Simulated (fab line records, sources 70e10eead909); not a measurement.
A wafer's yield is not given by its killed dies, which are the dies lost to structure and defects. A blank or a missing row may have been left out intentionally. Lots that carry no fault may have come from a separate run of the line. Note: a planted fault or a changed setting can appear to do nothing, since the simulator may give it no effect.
fab line records	flow nand-harc
record: lots: 11	wafers: 33	last-day: 25
route steps=1159 shown P_STI@80 P_GATE@131
lots with no fault: from the same line, run without faults
start-h: the number of hours between the record's first day and the start of the first shown wafer of the lot	wait-h: hours since the lot's step before	" identical to the entry in the row above	L1.1+2: one row covering several wafers at once	- no value, or no start was given	* or withheld: withheld	< > ~ a bound
route shown NAME@n: a module of which the file shows steps, and the number in the route of the first	usual: mean/standard deviation of fault-free wafers	same: alike in all rows	chamber/n: place in a boat	sites: per-site readings	_std_site: the values' standard deviation	_edge_site: outer sites' mean less inner sites'	radius-mm: how far each site lies from the wafer's centre	mask NAME#n: copy n	behind: the last tool/chamber to shape the wafer	hold: cause of the lot's hold/its duration in hours/its outcome	device: transistor that didn't switch, given as n, p or np	end of line: the route-end tests of the same wafers	step lacking rows: just its recipe	killed: not the wafer's yield, but the dies lost to structure and defects at the first sort	map: a wafer's dies, marking killed ones x, the rest . and places with no die _
set.NAME: setting as actually run; set.NAME@STEP: the setting as run at that earlier step	model.NAME: the simulator's own value behind a step, which no gauge read
the route's steps for a sample of lots (tables are steps, rows are wafers)
services: when a tool's chamber went out of use (start-h, in hours from the record's first day, below 0 if earlier), for how many hours, and the reason
== steps ==
step: NHARC_P_STI_EXPOSE_06
recipe: na: 0.55	target-cd-nm: 200	dose-mj: 37.69	mask-id: P_STI
usual: stage-vel-mm-s: 500.09/0.25
lot.wafer	tool	chamber	start-h	wait-h	mask	stage-vel-mm-s
L567.2	krf-scanner-04	0	31.65	-	P_STI#0	500.37
L567.4	"	0	"	"	P_STI#0	500.34
L567.6	"	0	"	"	P_STI#0	500.30
L569.1	krf-scanner-04	0	47.44	-	P_STI#0	499.65
L569.4	"	0	"	"	P_STI#0	500.19
L569.6	"	0	"	"	P_STI#0	499.67
L571.3	krf-scanner-01	0	59.39	-	P_STI#0	499.88
L571.5	"	0	"	"	P_STI#0	499.82
L571.6	"	0	"	"	P_STI#0	500.18
L574.1	krf-scanner-01	0	81.21	-	P_STI_R1#0	499.98
L574.4	"	0	"	"	P_STI_R1#0	499.98
L574.5	"	0	"	"	P_STI_R1#0	499.74
L575.3	krf-scanner-02	0	81.38	-	P_STI#0	500.08
L575.4	"	0	"	"	P_STI#0	500.13
L575.5	"	0	"	"	P_STI#0	500.15
L581.1	krf-scanner-01	0	119.00	-	P_STI#0	499.86
L581.3	"	0	"	"	P_STI#0	500.07
L581.5	"	0	"	"	P_STI#0	499.99
L585.3	krf-scanner-04	0	140.28	-	P_STI#0	500.87
L585.5	"	0	"	"	P_STI#0	500.31
L585.6	"	0	"	"	P_STI#0	500.57
L586.2	krf-scanner-01	0	148.81	-	P_STI#0	500.51
L586.4	"	0	"	"	P_STI#0	500.00
L586.5	"	0	"	"	P_STI#0	499.97
L587.2	krf-scanner-01	0	154.68	-	P_STI#0	500.04
L587.3	"	0	"	"	P_STI#0	500.22
L587.5	"	0	"	"	P_STI#0	500.47
L589.3	krf-scanner-01	0	170.14	-	P_STI#0	500.07
L589.5	"	0	"	"	P_STI#0	500.82
L589.6	"	0	"	"	P_STI#0	500.48
L590.1	krf-scanner-04	0	170.29	-	P_STI#0	500.21
L590.5	"	0	"	"	P_STI#0	499.96
L590.6	"	0	"	"	P_STI#0	499.86
step: NHARC_P_STI_CD_MEAS_09
recipe: target-cd-nm: 200	landing-energy-ev: 500
usual: cd-nm: 200.5/2.5
lot.wafer	tool	chamber	start-h	wait-h	cd-nm
L567.2	cd-sem-02	0	31.80	-	199.6
L567.4	"	0	"	"	204.0
L567.6	"	0	"	"	200.8
L569.1	cd-sem-03	0	47.59	-	199.5
L569.4	"	0	"	"	204.5
L569.6	"	0	"	"	201.3
L571.3	cd-sem-03	0	59.54	-	197.8
L571.5	"	0	"	"	198.9
L571.6	"	0	"	"	201.9
L574.1	cd-sem-02	0	81.36	-	219.1
L574.4	"	0	"	"	215.0
L574.5	"	0	"	"	217.4
L575.3	cd-sem-02	0	81.53	-	198.0
L575.4	"	0	"	"	200.8
L575.5	"	0	"	"	203.0
L581.1	cd-sem-01	0	119.15	-	204.2
L581.3	"	0	"	"	200.8
L581.5	"	0	"	"	205.9
L585.3	cd-sem-01	0	140.42	-	198.1
L585.5	"	0	"	"	202.4
L585.6	"	0	"	"	198.1
L586.2	cd-sem-02	0	148.96	-	202.5
L586.4	"	0	"	"	199.6
L586.5	"	0	"	"	201.9
L587.2	cd-sem-03	0	154.83	-	198.1
L587.3	"	0	"	"	201.3
L587.5	"	0	"	"	203.5
L589.3	cd-sem-02	0	170.29	-	200.8
L589.5	"	0	"	"	196.4
L589.6	"	0	"	"	199.5
L590.1	cd-sem-03	0	170.44	-	202.4
L590.5	"	0	"	"	200.1
L590.6	"	0	"	"	197.9
step: NHARC_P_STI_ETCH_42
recipe: target-depth-a: 800	overetch-a: 240	time-s: 61	ion-energy-ev: 200	n2-flow-sccm: 150	h2-flow-sccm: 150	ar-flow-sccm: 0	rf-w: 400	bias-w: 150	chemistry: N2/H2
usual: drypump-motor-current-A: 5.6/0.48	oes-product-au: 1.001/0.013	rf-vpp-V: 430.7/2.7	showerhead-plenum-p-Torr: 2.05/0.095	throttle-valve-pct: 14.172/0.0092
lot.wafer	tool	chamber	start-h	wait-h	drypump-motor-current-A	oes-product-au	rf-hours-counter-h	rf-vpp-V	showerhead-plenum-p-Torr	throttle-valve-pct
L567.2	rie-diel-10	1	32.15	0.1	5.8	1.004	0.8	432.4	2.09	14.176
L567.4	"	2	"	"	5.0	1.010	0.7	428.1	1.96	14.179
L567.6	"	0	"	"	5.1	0.990	-	427.0	1.93	14.186
L569.1	rie-diel-02	0	47.95	0.1	5.5	0.993	2.5	435.8	2.20	14.171
L569.4	"	1	"	"	5.2	1.001	2.1	427.8	1.95	14.184
L569.6	"	0	"	"	5.5	0.986	-	434.8	2.19	14.164
L571.3	rie-diel-09	1	59.89	0.1	5.7	1.005	8.6	430.3	2.06	14.172
L571.6	"	0	"	"	5.6	0.989	-	426.8	1.92	14.153
L571.5	"	1	"	"	5.7	1.009	-	430.3	2.06	14.148
L574.1	rie-diel-02	0	81.79	0.1	5.5	0.996	3.7	434.9	2.19	14.175
L574.4	"	2	"	"	5.3	1.004	3.8	429.7	2.00	14.172
L574.5	"	3	"	"	6.8	0.995	-	432.5	2.13	14.178
L575.4	rie-diel-02	3	81.95	0.1	6.7	0.987	3.8	432.6	2.13	14.166
L575.3	"	0	"	"	5.5	0.990	3.7	435.7	2.19	14.160
L575.5	"	2	"	"	5.3	1.016	-	429.1	2.00	14.175
L581.1	rie-diel-10	3	119.52	0.1	5.4	1.008	2.8	433.7	2.21	14.175
L581.3	"	1	"	"	5.8	0.992	2.9	432.3	2.09	14.183
L581.5	"	2	"	"	5.1	1.028	-	427.2	1.96	14.187
L585.3	rie-diel-10	1	140.86	0.2	5.8	0.991	3.5	431.9	2.09	14.166
L585.6	"	0	"	"	5.1	0.990	-	427.3	1.93	14.167
L585.5	"	1	"	"	5.8	0.998	-	431.7	2.09	14.164
L586.4	rie-diel-09	1	149.31	0.1	5.8	1.003	2.9	431.3	2.06	14.168
L586.2	"	2	"	"	6.4	0.984	3.1	431.0	2.01	14.173
L586.5	"	0	"	"	5.6	0.998	-	426.2	1.92	14.180
L587.3	rie-diel-09	1	155.18	0.1	5.8	0.999	3.2	429.1	2.06	14.178
L587.2	"	0	"	"	5.5	1.021	3.2	427.1	1.92	14.181
L587.5	"	1	"	"	5.8	1.010	-	431.4	2.06	14.166
L589.3	rie-diel-02	3	170.63	0.1	6.7	1.002	0.4	430.2	2.13	14.167
L589.5	"	3	"	"	6.7	0.999	-	431.5	2.13	14.183
L589.6	"	0	"	"	5.5	0.985	-	434.5	2.19	14.165
L590.1	rie-diel-10	0	170.81	0.1	5.1	0.986	3.2	428.7	1.93	14.183
L590.6	"	1	"	"	5.8	1.004	-	433.0	2.09	14.162
L590.5	"	2	"	"	4.9	1.010	-	429.6	1.96	14.166
step: NHARC_P_STI_CD_MEAS_16
usual: cd-nm: 200.1/3
lot.wafer	tool	chamber	start-h	wait-h	cd-nm
L567.2	cd-sem-01	-	32.50	-	199.7
L567.4	"	-	"	"	204.1
L567.6	"	-	"	"	201.6
L569.1	cd-sem-03	-	48.30	-	197.1
L569.4	"	-	"	"	205.2
L569.6	"	-	"	"	199.5
L571.3	cd-sem-01	-	60.24	-	196.8
L571.5	"	-	"	"	199.8
L571.6	"	-	"	"	202.7
L574.1	cd-sem-02	-	82.18	-	214.4
L574.4	"	-	"	"	213.0
L574.5	"	-	"	"	216.2
L575.3	cd-sem-03	-	82.31	-	195.3
L575.4	"	-	"	"	201.6
L575.5	"	-	"	"	201.0
L581.1	cd-sem-03	-	119.89	-	205.2
L581.3	"	-	"	"	203.4
L581.5	"	-	"	"	207.4
L585.3	cd-sem-02	-	141.24	-	198.1
L585.5	"	-	"	"	202.9
L585.6	"	-	"	"	196.1
L586.2	cd-sem-01	-	149.66	-	201.3
L586.4	"	-	"	"	200.7
L586.5	"	-	"	"	201.5
L587.2	cd-sem-01	-	155.54	-	196.9
L587.3	"	-	"	"	201.5
L587.5	"	-	"	"	203.4
L589.3	cd-sem-02	-	171.00	-	199.5
L589.5	"	-	"	"	196.4
L589.6	"	-	"	"	200.9
L590.1	cd-sem-02	-	171.14	-	204.3
L590.5	"	-	"	"	199.4
L590.6	"	-	"	"	197.1
step: NHARC_P_STI_OCD_MEAS_17
usual: trench-depth-nm: 300/6	trench-foot-cd-nm: 158.6/2.7
lot.wafer	tool	chamber	start-h	wait-h	trench-depth-nm	trench-foot-cd-nm
L567.2	ocd-01	-	32.59	0.1	307	156.3
L567.4	"	-	"	"	302	162.0
L567.6	"	-	"	"	310	156.9
L569.1	ocd-01	-	48.38	0.1	305	156.9
L569.4	"	-	"	"	295	163.8
L569.6	"	-	"	"	306	158.5
L571.3	ocd-01	-	60.33	0.1	304	154.7
L571.5	"	-	"	"	303	156.2
L571.6	"	-	"	"	303	160.0
L574.1	ocd-02	-	82.27	0.1	298	177.5
L574.4	"	-	"	"	307	171.6
L574.5	"	-	"	"	308	174.0
L575.3	ocd-01	-	82.41	0.1	290	157.9
L575.4	"	-	"	"	300	159.1
L575.5	"	-	"	"	297	161.6
L581.1	ocd-01	-	119.98	0.1	293	163.9
L581.3	"	-	"	"	310	157.7
L581.5	"	-	"	"	312	162.4
L585.3	ocd-01	-	141.32	0.1	295	157.2
L585.5	"	-	"	"	296	161.4
L585.6	"	-	"	"	296	156.2
L586.2	ocd-01	-	149.74	0.1	298	160.8
L586.4	"	-	"	"	299	157.2
L586.5	"	-	"	"	299	160.7
L587.2	ocd-02	-	155.62	0.1	296	156.7
L587.3	"	-	"	"	294	160.2
L587.5	"	-	"	"	291	162.9
L589.3	ocd-02	-	171.08	0.1	304	158.2
L589.5	"	-	"	"	295	154.6
L589.6	"	-	"	"	293	158.8
L590.1	ocd-01	-	171.23	0.1	301	160.7
L590.5	"	-	"	"	297	158.4
L590.6	"	-	"	"	287	157.6
step: NHARC_P_GATE_HM_DEP_102
recipe: target-thk-a: 1200	temp-c: 400	material: aC
usual: throttle-valve-pct: 34.999/0.0097
lot.wafer	tool	chamber	start-h	wait-h	throttle-valve-pct
L567.2	acl-dep-02	0	82.19	1.8	35.008
L567.4	"	0	"	"	34.992
L567.6	"	0	"	"	34.992
L569.1	acl-dep-03	0	98.72	0.4	35.004
L569.4	"	0	"	"	34.985
L569.6	"	0	"	"	34.994
L571.3	acl-dep-01	0	109.95	0.6	35.012
L571.5	"	0	"	"	34.998
L571.6	"	0	"	"	34.978
L575.3	acl-dep-03	0	133.85	0.6	35.001
L575.4	"	0	"	"	35.004
L575.5	"	0	"	"	34.985
L574.1	acl-dep-03	0	134.29	1.1	35.005
L574.4	"	0	"	"	35.011
L574.5	"	0	"	"	34.999
L581.1	acl-dep-03	0	170.81	3.6	34.985
L581.3	"	0	"	"	34.995
L581.5	"	0	"	"	34.985
L585.3	acl-dep-03	0	190.86	0.6	34.985
L585.5	"	0	"	"	35.004
L585.6	"	0	"	"	34.995
L586.2	acl-dep-01	0	200.17	0.5	35.001
L586.4	"	0	"	"	34.983
L586.5	"	0	"	"	34.988
L587.2	acl-dep-03	0	206.96	0.5	34.985
L587.3	"	0	"	"	35.005
L587.5	"	0	"	"	34.985
L589.3	acl-dep-03	0	221.67	2.7	34.973
L589.5	"	0	"	"	34.990
L589.6	"	0	"	"	34.994
L590.1	acl-dep-01	0	221.91	3.0	34.999
L590.5	"	0	"	"	34.992
L590.6	"	0	"	"	34.999
step: NHARC_P_GATE_OVL_MEAS_27
usual: overlay-x-nm: -0.1/0.88	overlay-y-nm: 0.1/0.59
lot.wafer	tool	chamber	start-h	wait-h	overlay-x-nm	overlay-y-nm
L567.2	overlay-01	-	83.41	-	1.0	0.0
L567.4	"	-	"	"	0.9	-0.3
L567.6	"	-	"	"	0.5	0.3
L569.1	overlay-02	-	100.27	-	0.0	-0.5
L569.4	"	-	"	"	0.7	-0.4
L569.6	"	-	"	"	0.2	-0.2
L571.3	overlay-01	-	111.05	-	0.2	0.5
L571.5	"	-	"	"	0.1	0.8
L571.6	"	-	"	"	-0.2	0.2
L575.3	overlay-01	-	135.01	-	-1.3	0.1
L575.4	"	-	"	"	-1.3	0.0
L575.5	"	-	"	"	-1.7	0.2
L574.1	overlay-02	-	135.63	-	-0.4	-0.2
L574.4	"	-	"	"	0.0	0.0
L574.5	"	-	"	"	-0.4	0.5
L581.1	overlay-01	-	172.26	-	-1.4	0.1
L581.3	"	-	"	"	-1.1	1.0
L581.5	"	-	"	"	-0.8	0.2
L585.3	overlay-02	-	192.08	-	1.3	0.7
L585.5	"	-	"	"	1.3	0.5
L585.6	"	-	"	"	1.4	1.2
L586.2	overlay-02	-	201.48	-	-0.3	1.4
L586.4	"	-	"	"	-0.2	0.8
L586.5	"	-	"	"	0.0	1.2
L587.2	overlay-01	-	208.30	-	-0.9	0.7
L587.3	"	-	"	"	-1.3	1.0
L587.5	"	-	"	"	-1.8	0.5
L589.3	overlay-01	-	222.80	-	0.6	-0.3
L589.5	"	-	"	"	0.9	-0.7
L589.6	"	-	"	"	0.8	-0.9
L590.1	overlay-02	-	223.37	-	-0.3	0.0
L590.5	"	-	"	"	-0.2	-0.5
L590.6	"	-	"	"	-0.1	-0.3
== services ==
tool	chamber	start-h	hours	kind
rie-diel-10	1	9.27	2.8	repair
rie-diel-10	2	10.43	2.7	repair
rie-diel-10	0	17.20	9.3	repair
rie-diel-10	0	36.49	4.6	repair
krf-scanner-02	-	38.00	4.0	pm
acl-dep-03	-	42.00	13.0	pm
rie-diel-10	0	59.51	14.3	repair
krf-scanner-01	-	64.17	0.2	repair
rie-diel-09	-	77.41	9.0	pm
krf-scanner-01	-	84.00	4.0	pm
krf-scanner-01	-	107.53	1.7	repair
acl-dep-01	-	113.55	13.0	pm
rie-diel-09	0	116.80	2.5	repair
rie-diel-10	0	117.98	4.1	repair
rie-diel-02	0	117.98	14.8	repair
rie-diel-10	3	123.77	14.3	repair
krf-scanner-01	-	145.42	0.8	repair
krf-scanner-04	-	146.27	4.0	pm
krf-scanner-02	-	146.58	2.1	repair
rie-diel-02	-	150.70	9.0	pm
rie-diel-10	1	156.65	7.9	repair
rie-diel-10	-	176.50	9.0	pm
rie-diel-09	2	184.47	6.7	repair
krf-scanner-01	-	203.08	0.7	repair
== key ==
first-sign: step: NHARC_P_STI_EXPOSE_06	reading: mask	direction: changed
effect: step: NHARC_P_STI_CD_MEAS_09	reading: cd-nm	direction: up	sigmas: 6.7	usual: 200.5	struck: 217.1
effect: step: NHARC_P_STI_CD_MEAS_16	reading: cd-nm	direction: up	sigmas: 4.8	usual: 200.1	struck: 214.5
effect: step: NHARC_P_STI_OCD_MEAS_17	reading: trench-foot-cd-nm	direction: up	sigmas: 5.8	usual: 158.6	struck: 174.4
met-at NHARC_P_STI_EXPOSE_06
struck-lots L574
tester-left-out L574
not-acting-at NHARC_P_STI_ETCH_42,NHARC_P_GATE_HM_DEP_102,NHARC_P_GATE_OVL_MEAS_27
onset-between 59.39 81.21
fault: kind: wrong-mask	tool: any	chamber: -	onset-h: 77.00	steps: NHARC_P_STI_EXPOSE_06	aux-copy: P_STI_R1#0	cd-offset-nm: 15.282	scope: struck-lots-only
tester-left-out: of these lots the tester's yield and bins aren't shown, on N5 and GAA mostly nor the transistor test; their killed dies are dies lost to structure and defects alone, not to doping, threshold or leakage, so they don't give the yield
